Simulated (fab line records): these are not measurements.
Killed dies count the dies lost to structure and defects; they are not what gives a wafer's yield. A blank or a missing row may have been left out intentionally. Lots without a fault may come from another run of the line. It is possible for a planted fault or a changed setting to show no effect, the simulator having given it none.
Chamber matching -- flow nand harc -- 4 sister chambers for NHARC_A_M0_ETCH_34 on rie diel-01
The step etches the open film in N2/H2, target depth 40 nm, overetch 12 nm, time 43.94 s. 18 wafers are shown with their chamber, then 9 later ones without.

WAFERS PAIRED WITH THEIR CHAMBERS
wafer,chamber,rf vpp V (V),oes product au (a.u.),rf fwd power W (W)
L075.1,2,426,1.011,394.0
L075.3,1,433,1.006,396.8
L075.5,0,433,0.995,396.2
L077.1,0,432,0.975,396.2
L077.2,2,428,1.007,391.9
L077.3,3,434,0.991,391.6
L081.3,3,435,0.992,393.5
L081.4,1,434,1.009,396.6
L081.5,0,432,0.993,398.4
L080.1,2,427,0.999,395.0
L080.4,1,433,1.009,397.1
L080.5,3,435,0.995,393.9
L083.3,2,428,1.003,398.1
L083.5,0,432,0.991,395.6
L083.6,3,435,0.999,393.4
L085.1,3,435,1.003,395.2
L085.5,0,431,0.993,396.5
L085.6,3,435,1.001,394.2

SIGNATURES (means of the wafers above)
reading,chamber 0,chamber 1,chamber 2,chamber 3,scatter within a chamber
rf vpp V,432.00,433.33,427.25,434.83,0.668
oes product au,0.98940,1.00800,1.00500,0.99683,0.00582
rf fwd power W,396.580,396.833,394.750,393.633,1.51
Rule: for each reading, subtract the chamber's mean from the wafer's reading, divide by that reading's scatter and square the result; add these up over the readings and take the root, which gives the wafer's distance from the chamber. The wafer belongs to the nearest chamber; if the next one is less than 2 further off, it can't be placed. The scatter: the root of (the sum of the squares of (reading less its chamber's mean) over the shown wafers, divided by (wafers less chambers)).

WAFERS WITHOUT THEIR CHAMBER
wafer,rf vpp V (V),oes product au (a.u.),rf fwd power W (W)
L086.1,432,0.998,397.3
L086.4,436,0.991,394.7
L086.5,436,1.002,394.3
L087.2,428,1.002,393.2
L087.3,436,1.001,393.8
L087.5,426,0.995,395.0
L093.2,435,0.999,393.6
L093.4,433,0.999,397.3
L093.6,432,1.002,396.3

THE CHAMBER EACH PASSED THROUGH
wafer,from the rows above,in truth
L086.1,can't be placed: 0 or 1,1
L086.4,3,3
L086.5,3,3
L087.2,2,2
L087.3,3,3
L087.5,2,2
L093.2,3,3
L093.4,can't be placed: 1 or 0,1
L093.6,can't be placed: 0 or 1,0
Placed correctly: 6 of 9. From these rows, 3 cannot be placed; in 3 the true chamber is one of the candidates. Wrongly placed: 0.
